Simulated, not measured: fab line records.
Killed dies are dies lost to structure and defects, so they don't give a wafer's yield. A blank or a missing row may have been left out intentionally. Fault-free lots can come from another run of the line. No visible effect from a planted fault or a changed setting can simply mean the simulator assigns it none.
fab line records | flow nand-harc
[record] lots = 5 | wafers = 15 | last-day = 32
route steps=1302 shown P_ZERO_WELL@14 END@1302
lots that met no fault: from a run of the same line without faults
start-h: hours from the record's opening day to when the first of the lot's shown wafers began | wait-h: hours since the lot's step before | " same as the row above | L1.1+2: a row that stands for several wafers | - no value, or no start given | * or withheld: withheld | < > ~ a bound
route shown NAME@n: names a module that has steps shown in the file, with the first one's number in the route | usual: mean and standard deviation over wafers with no fault | same: alike in all rows | chamber/n: place in a boat | sites: each site's reading | _std_site: standard deviation of those values | _edge_site: outer sites' mean less inner sites' | radius-mm: for every site, how far away it sits from the centre of the wafer | mask NAME#n: copy n | behind: the last tool/chamber to shape the wafer | hold: what put the lot on hold/how long, in hours/how the hold closed | device: the transistor (n, p or np) that didn't switch | end of line: the tests these same wafers got at the end of their route | for a step that has no rows: nothing shown but its recipe | killed: dies lost to structure and defects at the first sort, not the wafer's yield | map: dies across one wafer; x = killed, . = not, _ = none there
set.NAME: the setting that was run; set.NAME@STEP: the one run at that earlier step | model.NAME: the simulator's own value behind a step, which no gauge read
certain route steps with their lots: each step a table, each wafer a row
services: the hour from which a tool's chamber was out of use, counted from the record's first day as start-h (under 0 if before that day), plus the number of hours and why
[[steps]]
[step NHARC_P_ZERO_WELL_CD_MEAS_11]
[recipe] target-cd-nm = 500 | landing-energy-ev = 500
[usual] cd-nm = 499.8/1.7
lot.wafer | tool      | chamber | start-h | wait-h | cd-nm
L579.1    | cd-sem-03 | 0       | 71.11   | -      | 500.2
L579.3    | "         | 0       | "       | "      | 498.8
L579.4    | "         | 0       | "       | "      | 500.7
L584.1    | cd-sem-02 | 0       | 121.24  | -      | 498.7
L584.3    | "         | 0       | "       | "      | 499.7
L584.4    | "         | 0       | "       | "      | 500.9
L590.3    | cd-sem-03 | 0       | 181.12  | -      | 502.1
L590.4    | "         | 0       | "       | "      | 498.0
L590.5    | "         | 0       | "       | "      | 499.0
L591.4    | cd-sem-03 | 0       | 191.12  | -      | 496.9
L591.5    | "         | 0       | "       | "      | 501.6
L591.6    | "         | 0       | "       | "      | 500.1
L594.1    | cd-sem-03 | 0       | 221.24  | -      | 499.8
L594.4    | "         | 0       | "       | "      | 502.3
L594.6    | "         | 0       | "       | "      | 499.5
[step NHARC_P_ZERO_WELL_HARDBAKE_12]
[recipe] temp-c = 118 | time-s = 65
[step NHARC_P_ZERO_WELL_DESCUM_13]
[recipe] time-s = 3 | o2-flow-sccm = 200 | ar-flow-sccm = 0 | bias-power-w = 0 | chemistry = O2
[usual] drypump-motor-current-A = 5.6/0.42 | oes-product-au = 0.997/0.0099 | rf-vpp-V = 57.7/0.88 | showerhead-plenum-p-Torr = 1.88/0.065 | throttle-valve-pct = 11.312/0.01
lot.wafer | tool        | chamber | start-h | wait-h | drypump-motor-current-A | oes-product-au | rf-hours-counter-h | rf-vpp-V | showerhead-plenum-p-Torr | throttle-valve-pct
L579.3    | rie-diel-02 | 2       | 71.34   | -      | 5.0                     | 0.991          | 7                  | 58.3     | 1.93                     | 11.303
L579.1    | "           | 3       | "       | "      | 5.2                     | 0.996          | 6                  | 58.1     | 1.90                     | 11.315
L579.4    | "           | 0       | "       | "      | 5.2                     | 1.003          | -                  | 58.2     | 1.97                     | 11.303
L584.3    | rie-diel-11 | 0       | 121.40  | -      | 6.4                     | 1.015          | 9                  | 57.4     | 1.90                     | 11.312
L584.4    | "           | 1       | "       | "      | 5.6                     | 1.003          | 10                 | 56.1     | 1.81                     | 11.324
L584.1    | "           | 2       | "       | "      | 5.3                     | 0.997          | 11                 | 56.6     | 1.87                     | 11.308
L590.3    | rie-diel-02 | 2       | 181.27  | -      | 5.0                     | 0.996          | 28                 | 57.4     | 1.93                     | 11.297
L590.5    | "           | 0       | "       | "      | 5.2                     | 1.012          | -                  | 58.3     | 1.95                     | 11.300
L590.4    | "           | 1       | "       | "      | 6.1                     | 0.983          | -                  | 57.3     | 1.77                     | 11.319
L591.4    | rie-diel-03 | 1       | 191.28  | -      | 5.7                     | 1.001          | 22                 | 56.9     | 1.78                     | 11.311
L591.5    | "           | 0       | "       | "      | 6.1                     | 0.996          | -                  | 56.3     | 1.94                     | 11.310
L591.6    | "           | 1       | "       | "      | 5.7                     | 1.001          | -                  | 57.4     | 1.78                     | 11.310
L594.4    | rie-diel-11 | 2       | 221.40  | -      | 5.3                     | 0.989          | 44                 | 58.7     | 1.86                     | 11.317
L594.1    | "           | 0       | "       | "      | 6.3                     | 0.999          | 45                 | 57.6     | 1.89                     | 11.312
L594.6    | "           | 2       | "       | "      | 5.3                     | 0.989          | -                  | 57.5     | 1.86                     | 11.315
[step NHARC_P_ZERO_WELL_ETCH_65]
[recipe] target-depth-a = 800 | overetch-a = 240 | time-s = 87.88 | ion-energy-ev = 200 | n2-flow-sccm = 150 | h2-flow-sccm = 150 | ar-flow-sccm = 0 | rf-w = 400 | bias-w = 150 | chemistry = N2/H2
[usual] drypump-motor-current-A = 5.6/0.42 | oes-product-au = 0.997/0.0096 | rf-vpp-V = 429.6/2.2 | showerhead-plenum-p-Torr = 2.00/0.074 | throttle-valve-pct = 14.172/0.0084
lot.wafer | tool        | chamber | start-h | wait-h | drypump-motor-current-A | oes-product-au | rf-hours-counter-h | rf-vpp-V | showerhead-plenum-p-Torr | throttle-valve-pct
L579.3    | rie-diel-02 | 3       | 71.43   | 0.1    | 5.2                     | 0.998          | 7                  | 429.1    | 2.02                     | 14.178
L579.1    | "           | 2       | "       | "      | 5.0                     | 0.988          | 7                  | 433.0    | 2.06                     | 14.180
L579.4    | "           | 3       | "       | "      | 5.2                     | 1.000          | -                  | 430.6    | 2.02                     | 14.178
L584.4    | rie-diel-11 | 2       | 121.48  | 0.1    | 5.3                     | 1.009          | 11                 | 431.2    | 1.99                     | 14.168
L584.3    | "           | 3       | "       | "      | 5.9                     | 0.990          | 11                 | 429.5    | 1.97                     | 14.166
L584.1    | "           | 1       | "       | "      | 5.6                     | 1.006          | 10                 | 428.1    | 1.92                     | 14.171
L590.3    | rie-diel-02 | 2       | 181.38  | 0.1    | 5.0                     | 1.005          | 28                 | 430.5    | 2.05                     | 14.194
L590.4    | "           | 2       | "       | "      | 5.0                     | 1.007          | -                  | 430.7    | 2.05                     | 14.182
L590.5    | "           | 0       | "       | "      | 5.2                     | 1.017          | -                  | 432.4    | 2.08                     | 14.156
L591.4    | rie-diel-03 | 1       | 191.36  | 0.1    | 5.7                     | 1.004          | 22                 | 426.6    | 1.89                     | 14.169
L591.5    | "           | 0       | "       | "      | 6.0                     | 0.999          | -                  | 431.9    | 2.07                     | 14.183
L591.6    | "           | 1       | "       | "      | 5.8                     | 1.000          | -                  | 427.4    | 1.89                     | 14.172
L594.4    | rie-diel-11 | 2       | 221.54  | 0.1    | 5.3                     | 1.006          | 44                 | 427.7    | 1.98                     | 14.181
L594.1    | "           | 3       | "       | "      | 5.8                     | 0.995          | 43                 | 428.0    | 1.96                     | 14.168
L594.6    | "           | 2       | "       | "      | 5.3                     | 1.001          | -                  | 429.6    | 1.98                     | 14.173
[step NHARC_P_ZERO_WELL_ETCH_62]
[recipe] target-depth-a = 130 | time-s = 6.5 | chf3-flow-sccm = 50 | ar-flow-sccm = 200 | rf-w = 500 | bias-w = 200 | chemistry = CHF3/Ar
[usual] drypump-motor-current-A = 5.6/0.44 | oes-product-au = 0.957/0.016 | rf-vpp-V = 369.7/1.9 | showerhead-plenum-p-Torr = 2.31/0.076 | throttle-valve-pct = 20.217/0.008
lot.wafer | tool        | chamber | start-h | wait-h | drypump-motor-current-A | oes-product-au | rf-hours-counter-h | rf-vpp-V | showerhead-plenum-p-Torr | throttle-valve-pct
L579.3    | rie-diel-02 | 0       | -       | -      | 5.2                     | 0.940          | 6                  | 371.1    | 2.41                     | 20.229
L579.1    | "           | 2       | "       | "      | 4.9                     | 0.933          | 7                  | 370.4    | 2.37                     | 20.210
L579.4    | "           | 0       | "       | "      | 5.2                     | 0.942          | -                  | 371.5    | 2.41                     | 20.218
L584.4    | rie-diel-11 | 0       | -       | -      | 6.3                     | 0.970          | 9                  | 370.3    | 2.32                     | 20.224
L584.3    | "           | 2       | "       | "      | 5.3                     | 0.973          | 11                 | 368.8    | 2.29                     | 20.219
L584.1    | "           | 3       | "       | "      | 5.9                     | 0.973          | 11                 | 367.9    | 2.27                     | 20.225
L590.3    | rie-diel-02 | 1       | -       | -      | 6.2                     | 0.936          | 40                 | 365.3    | 2.18                     | 20.213
L590.4    | "           | 1       | "       | "      | 6.2                     | 0.933          | -                  | 367.9    | 2.18                     | 20.207
L590.5    | "           | 2       | "       | "      | 4.9                     | 0.955          | -                  | 370.0    | 2.36                     | 20.219
L591.4    | rie-diel-03 | 1       | -       | -      | 5.8                     | 0.962          | 22                 | 367.2    | 2.19                     | 20.222
L591.5    | "           | 2       | "       | "      | 5.5                     | 0.974          | -                  | 370.7    | 2.36                     | 20.217
L591.6    | "           | 3       | "       | "      | 5.1                     | 0.973          | -                  | 370.6    | 2.32                     | 20.213
L594.1    | rie-diel-11 | 1       | -       | -      | 5.6                     | 0.957          | 45                 | 367.9    | 2.20                     | 20.214
L594.4    | "           | 3       | "       | "      | 5.9                     | 0.943          | 43                 | 369.6    | 2.26                     | 20.208
L594.6    | "           | 1       | "       | "      | 5.6                     | 0.964          | -                  | 366.2    | 2.20                     | 20.208
[step NHARC_P_ZERO_WELL_ETCH_63]
[recipe] target-depth-a = 1200 | time-s = 40.1 | hbr-flow-sccm = 150 | cl2-flow-sccm = 50 | rf-w = 400 | icp-w = 400 | bias-w = 100 | chemistry = HBr/Cl2
[usual] drypump-motor-current-A = 5.9/0.36 | oes-product-au = 0.998/0.0093 | throttle-valve-pct = 26.406/0.0094
lot.wafer | tool      | chamber | start-h | wait-h | drypump-motor-current-A | oes-product-au | rf-hours-counter-h | throttle-valve-pct
L579.3    | rie-si-01 | 0       | 71.70   | -      | 5.7                     | 0.997          | 0.27               | 26.418
L579.4    | "         | 1       | "       | "      | 5.7                     | 0.994          | 0.29               | 26.402
L579.1    | "         | 2       | "       | "      | 5.3                     | 0.988          | 0.28               | 26.398
L584.3    | rie-si-02 | 2       | 121.67  | -      | 5.6                     | 0.987          | 0.07               | 26.411
L584.1    | "         | 3       | "       | "      | 6.2                     | 1.001          | 0.07               | 26.408
L584.4    | "         | 0       | "       | "      | 5.7                     | 1.013          | 0.07               | 26.408
L590.3    | rie-si-06 | 3       | 181.59  | -      | 6.4                     | 1.005          | 0.62               | 26.401
L590.4    | "         | 0       | "       | "      | 5.4                     | 0.998          | 0.57               | 26.403
L590.5    | "         | 2       | "       | "      | 6.0                     | 0.999          | -                  | 26.418
L591.4    | rie-si-02 | 0       | 191.54  | -      | 5.7                     | 0.990          | 0.45               | 26.403
L591.6    | "         | 3       | "       | "      | 6.3                     | 0.996          | -                  | 26.413
L591.5    | "         | 0       | "       | "      | 5.7                     | 0.989          | -                  | 26.398
L594.4    | rie-si-06 | 1       | 221.74  | -      | 6.3                     | 1.014          | 0.90               | 26.394
L594.1    | "         | 2       | "       | "      | 6.0                     | 1.006          | 0.96               | 26.418
L594.6    | "         | 0       | "       | "      | 5.4                     | 0.995          | -                  | 26.408
[step NHARC_P_ZERO_WELL_STRIP_15]
[recipe] time-s = 900 | temp-c = 130 | chemistry = SPM
[step NHARC_P_ZERO_WELL_DEHYDRATE_16]
[recipe] temp-c = 150 | time-s = 120
[step NHARC_P_ZERO_WELL_HMDS_17]
[recipe] time-s = 30
[step NHARC_P_ZERO_WELL_COAT_18]
[recipe] spin-rpm = withheld
[step NHARC_P_ZERO_WELL_SOFTBAKE_19]
[recipe] temp-c = 122 | time-s = 95
[step NHARC_P_ZERO_WELL_EBR_20]
[step NHARC_P_ZERO_WELL_EXPOSE_21]
[recipe] na = 0.6 | target-cd-nm = 720 | dose-mj = 22.31 | mask-id = P_NWELL
lot.wafer  | tool           | chamber | start-h | wait-h | mask
L579.1+3+4 | krf-scanner-01 | 0       | 72.45   | -      | P_NWELL_R1#0
L584.1+3+4 | krf-scanner-02 | 0       | 122.43  | -      | P_NWELL#0
L590.3+4+5 | krf-scanner-02 | 0       | 182.22  | -      | P_NWELL#0
L591.4+5+6 | krf-scanner-04 | 0       | 192.31  | -      | P_NWELL#0
L594.1+4+6 | krf-scanner-01 | 0       | 222.48  | -      | P_NWELL#0
[step NHARC_P_ZERO_WELL_PEB_22]
[recipe] peb-temp-c = 118 | peb-time-s = 85
[step NHARC_P_ZERO_WELL_DEVELOP_23]
[recipe] time-s = 70
[step NHARC_P_ZERO_WELL_CD_MEAS_24]
[recipe] target-cd-nm = 720 | landing-energy-ev = 500
[usual] cd-nm = 719.9/1.6
lot.wafer | tool      | chamber | start-h | wait-h | cd-nm
L579.1    | cd-sem-01 | 0       | 72.61   | -      | 670.2
L579.3    | "         | 0       | "       | "      | 670.4
L579.4    | "         | 0       | "       | "      | 671.0
L584.1    | cd-sem-02 | 0       | 122.58  | -      | 717.7
L584.3    | "         | 0       | "       | "      | 718.2
L584.4    | "         | 0       | "       | "      | 722.6
L590.3    | cd-sem-01 | 0       | 182.37  | -      | 718.9
L590.4    | "         | 0       | "       | "      | 718.9
L590.5    | "         | 0       | "       | "      | 721.0
L591.4    | cd-sem-01 | 0       | 192.46  | -      | 721.1
L591.5    | "         | 0       | "       | "      | 719.1
L591.6    | "         | 0       | "       | "      | 724.5
L594.1    | cd-sem-03 | 0       | 222.63  | -      | 721.7
L594.4    | "         | 0       | "       | "      | 718.5
L594.6    | "         | 0       | "       | "      | 721.4
[step NHARC_P_ZERO_WELL_HARDBAKE_25]
[recipe] temp-c = 125 | time-s = 80
[step NHARC_P_ZERO_WELL_DESCUM_26]
[recipe] time-s = 3 | o2-flow-sccm = 200 | ar-flow-sccm = 0 | bias-power-w = 0 | chemistry = O2
[usual] drypump-motor-current-A = 5.6/0.44 | oes-product-au = 0.998/0.0096 | rf-vpp-V = 57.6/0.83 | showerhead-plenum-p-Torr = 1.89/0.061 | throttle-valve-pct = 11.310/0.0092
lot.wafer | tool        | chamber | start-h | wait-h | drypump-motor-current-A | oes-product-au | rf-hours-counter-h | rf-vpp-V | showerhead-plenum-p-Torr | throttle-valve-pct | model.P_ZERO_WELL.cd-nm
L579.3    | rie-diel-02 | 0       | 72.77   | -      | 5.2                     | 1.006          | 6                  | 58.3     | 1.97                     | 11.330             | 671.6
L579.1    | "           | 2       | "       | "      | 5.0                     | 0.997          | 7                  | 57.8     | 1.93                     | 11.309             | 670.4
L579.4    | "           | 2       | "       | "      | 5.0                     | 0.995          | -                  | 58.3     | 1.93                     | 11.290             | 671.1
L584.1    | rie-diel-11 | 0       | 122.75  | -      | 6.3                     | 1.008          | 9                  | 56.7     | 1.90                     | 11.317             | 717.9
L584.3    | "           | 1       | "       | "      | 5.6                     | 0.993          | 10                 | 58.1     | 1.81                     | 11.308             | 717.6
L584.4    | "           | 2       | "       | "      | 5.3                     | 1.003          | 11                 | 57.4     | 1.87                     | 11.307             | 723.5
L590.3    | rie-diel-03 | 1       | 182.54  | -      | 5.8                     | 0.998          | 21                 | 57.8     | 1.78                     | 11.296             | 719.2
L590.4    | "           | 3       | "       | "      | 5.1                     | 1.006          | 22                 | 57.6     | 1.90                     | 11.316             | 719
L590.5    | "           | 0       | "       | "      | 6.1                     | 0.987          | -                  | 57.2     | 1.94                     | 11.334             | 720.6
L591.6    | rie-diel-11 | 1       | 192.66  | -      | 5.6                     | 0.999          | -                  | 57.3     | 1.80                     | 11.293             | 723.9
L591.4    | "           | 2       | "       | "      | 5.3                     | 1.003          | -                  | 56.6     | 1.86                     | 11.306             | 721.3
L591.5    | "           | 0       | "       | "      | 6.3                     | 1.010          | -                  | 57.2     | 1.89                     | 11.314             | 719
L594.1    | rie-diel-03 | 0       | 225.50  | -      | 6.1                     | 1.001          | 36                 | 59.0     | 1.94                     | 11.301             | 721.4
L594.4    | "           | 1       | "       | "      | 5.8                     | 1.010          | 37                 | 57.5     | 1.78                     | 11.308             | 718.9
L594.6    | "           | 2       | "       | "      | 5.5                     | 1.001          | -                  | 57.5     | 1.93                     | 11.299             | 720.9
[step NHARC_P_ZERO_WELL_IMPLANT_27]
[recipe] energy-kev = 600 | dose-cm2 = 1e+13 | tilt-deg = 7
[step NHARC_END_SORT_01]
[recipe] temp-c = 25
[usual] killed-at-array = 64/18 | killed-at-other = 0.8/1.1 | killed-at-periphery = 3.8/2.7 | killed-dies = 68/18 | killed-open = 3.3/1.9 | killed-short = 2.3/1.8
[same] gross-dies = 677
lot.wafer | tool      | chamber | start-h | wait-h | killed-at-array | killed-at-other | killed-at-periphery | killed-dies | killed-open | killed-short
L579.1    | prober-02 | 0       | 615.76  | 2.5    | 54              | 0               | 5                   | 59          | 2           | 1
L579.3    | prober-02 | 0       | 617.38  | 3.1    | 56              | 1               | 6                   | 63          | 2           | 3
L579.4    | prober-02 | 0       | 618.19  | 3.4    | 64              | 0               | 1                   | 65          | 1           | 1
L584.1    | prober-01 | 0       | 674.57  | 2.5    | 62              | 0               | 4                   | 66          | 5           | 4
L584.3    | prober-01 | 0       | 676.15  | 3.1    | 50              | 0               | 1                   | 51          | 2           | 1
L584.4    | prober-01 | 0       | 676.95  | 3.4    | 54              | 0               | 5                   | 59          | 3           | 3
L590.3    | prober-01 | 0       | 737.55  | 3.1    | 56              | 3               | 2                   | 61          | 1           | 2
L590.4    | prober-01 | 0       | 738.33  | 3.3    | 60              | 2               | 1                   | 63          | 2           | 6
L590.5    | prober-01 | 0       | 739.11  | 3.6    | 74              | 2               | 1                   | 77          | 3           | 4
// killed by level:class
L579.1 A_SLIT:chamber-film-flake=24 A_STAIRCASE:chamber-film-flake=9 A_CHANNEL_HOLE_D2:chamber-film-flake=6 A_CHANNEL_HOLE_D1:chamber-film-flake=4 A_CONTACT:chamber-film-flake=4 A_WL_FILL:chamber-film-flake=3 P_ZERO_WELL:area-expose=2 A_ONON_D2:geometric-particle:short=1
L579.3 A_SLIT:chamber-film-flake=30 A_CHANNEL_HOLE_D2:chamber-film-flake=13 A_CONTACT:chamber-film-flake=4 P_ZERO_WELL:chamber-film-flake=3 A_STAIRCASE:chamber-film-flake=3 P_GATE:chamber-film-flake=2 P_GATE:geometric-particle:open=1 A_ONON_D1:geometric-particle:open=1
L579.4 A_SLIT:chamber-film-flake=32 A_CHANNEL_HOLE_D2:chamber-film-flake=17 A_STAIRCASE:chamber-film-flake=5 A_CONTACT:chamber-film-flake=4 A_CHANNEL_HOLE_D1:chamber-film-flake=2 A_CHANNEL_FILL_D1:geometric-particle:short=1 A_CHANNEL_FILL_D1:geometric-particle:open=1 P_ZERO_WELL:chamber-film-flake=1
L584.1 A_SLIT:chamber-film-flake=29 A_CHANNEL_HOLE_D2:chamber-film-flake=16 A_CHANNEL_HOLE_D1:chamber-film-flake=5 A_BLC:chamber-film-flake=3 A_STAIRCASE:chamber-film-flake=2 P_GATE:geometric-particle:open=1 P_CONTACT:geometric-particle:short=1 A_ONON_D1:geometric-particle:open=1
L584.3 A_SLIT:chamber-film-flake=27 A_CHANNEL_HOLE_D2:chamber-film-flake=11 A_STAIRCASE:chamber-film-flake=4 A_CHANNEL_HOLE_D1:chamber-film-flake=2 A_CONTACT:chamber-film-flake=2 A_DECK1_JOINT:geometric-particle:open=1 A_DECK1_JOINT:geometric-particle:short=1 A_M0:geometric-particle:open=1
L584.4 A_SLIT:chamber-film-flake=27 A_CHANNEL_HOLE_D2:chamber-film-flake=12 A_CONTACT:chamber-film-flake=4 P_ZERO_WELL:chamber-film-flake=3 A_CHANNEL_HOLE_D1:chamber-film-flake=3 P_GATE:chamber-film-flake=2 A_CHANNEL_FILL_D1:geometric-particle:open=1 A_DECK1_JOINT:geometric-particle:open=1
L590.3 A_SLIT:chamber-film-flake=21 A_CHANNEL_HOLE_D2:chamber-film-flake=15 A_CONTACT:chamber-film-flake=11 A_CHANNEL_HOLE_D1:chamber-film-flake=4 THIN_TSV:chamber-film-flake=3 P_M0:geometric-particle:short=2 A_STAIRCASE:chamber-film-flake=2 A_CHANNEL_FILL_D2:geometric-particle:open=1
L590.4 A_SLIT:chamber-film-flake=27 A_CHANNEL_HOLE_D2:chamber-film-flake=12 A_CONTACT:chamber-film-flake=10 A_CHANNEL_HOLE_D1:chamber-film-flake=2 P_M1:geometric-particle:short=1 A_ONON_D1:geometric-particle:short=1 A_CHANNEL_HOLE_D1:geometric-particle:short=1 A_CHANNEL_FILL_D1:geometric-particle:short=1
L590.5 A_SLIT:chamber-film-flake=32 A_CHANNEL_HOLE_D2:chamber-film-flake=24 A_CONTACT:chamber-film-flake=6 A_CHANNEL_HOLE_D1:chamber-film-flake=5 A_M0:geometric-particle:open=2 THIN_TSV:chamber-film-flake=2 P_M0:geometric-particle:short=1 A_SOURCE_PLATE:geometric-particle:short=1
[[services]]
tool           | chamber | start-h | hours | kind
rie-si-06      | -       | 53.76   | 4.1   | repair
rie-diel-03    | 2       | 56.21   | 2.5   | repair
rie-diel-03    | 3       | 59.40   | 5.6   | repair
rie-diel-02    | 1       | 71.11   | 11.5  | repair
rie-si-06      | -       | 72.00   | 9.0   | pm
rie-diel-11    | 0       | 75.39   | 7.9   | repair
rie-diel-11    | -       | 78.53   | 9.0   | pm
rie-diel-03    | 3       | 84.47   | 6.9   | repair
rie-si-02      | 3       | 86.76   | 3.9   | repair
rie-diel-02    | 2       | 90.98   | 1.4   | repair
krf-scanner-02 | -       | 94.00   | 4.0   | pm
rie-diel-11    | -       | 96.01   | 1.3   | repair
rie-si-02      | -       | 100.00  | 9.0   | pm
rie-diel-03    | -       | 104.38  | 9.0   | pm
rie-diel-02    | 2       | 106.94  | 35.3  | repair
rie-si-02      | 2       | 123.60  | 6.5   | repair
krf-scanner-01 | -       | 140.00  | 4.0   | pm
krf-scanner-01 | -       | 146.64  | 0.8   | repair
rie-diel-02    | 0       | 156.25  | 9.1   | repair
rie-diel-02    | 1       | 166.55  | 2.4   | repair
rie-diel-02    | 3       | 176.76  | 7.7   | repair
rie-diel-11    | 3       | 189.91  | 5.3   | repair
rie-diel-02    | 0       | 202.13  | 1.4   | repair
rie-diel-02    | -       | 217.39  | 9.0   | pm
[[key]]
[first-sign] step = NHARC_P_ZERO_WELL_EXPOSE_21 | reading = mask | direction = changed
[effect] step = NHARC_P_ZERO_WELL_CD_MEAS_24 | reading = cd-nm | direction = down | sigmas = 30 | usual = 719.9 | struck = 670.5
[model-effect] step = NHARC_P_ZERO_WELL_DESCUM_26 | value = P_ZERO_WELL.cd-nm | without = 720.6 | struck = 671
met-at NHARC_P_ZERO_WELL_EXPOSE_21
struck-wafers L579.1,L579.3,L579.4
tester-left-out L579
[fault] kind = wrong-mask | tool = any | chamber = - | onset-h = 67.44 | steps = NHARC_P_ZERO_WELL_EXPOSE_21 | aux-copy = P_NWELL_R1#0 | cd-offset-nm = -49.509 | scope = struck-lots-only
// tester-left-out: of these lots the tester's yield and bins aren't shown, on N5 and GAA mostly nor the transistor test; their killed dies are dies lost to structure and defects alone, not to doping, threshold or leakage, so they don't give the yield
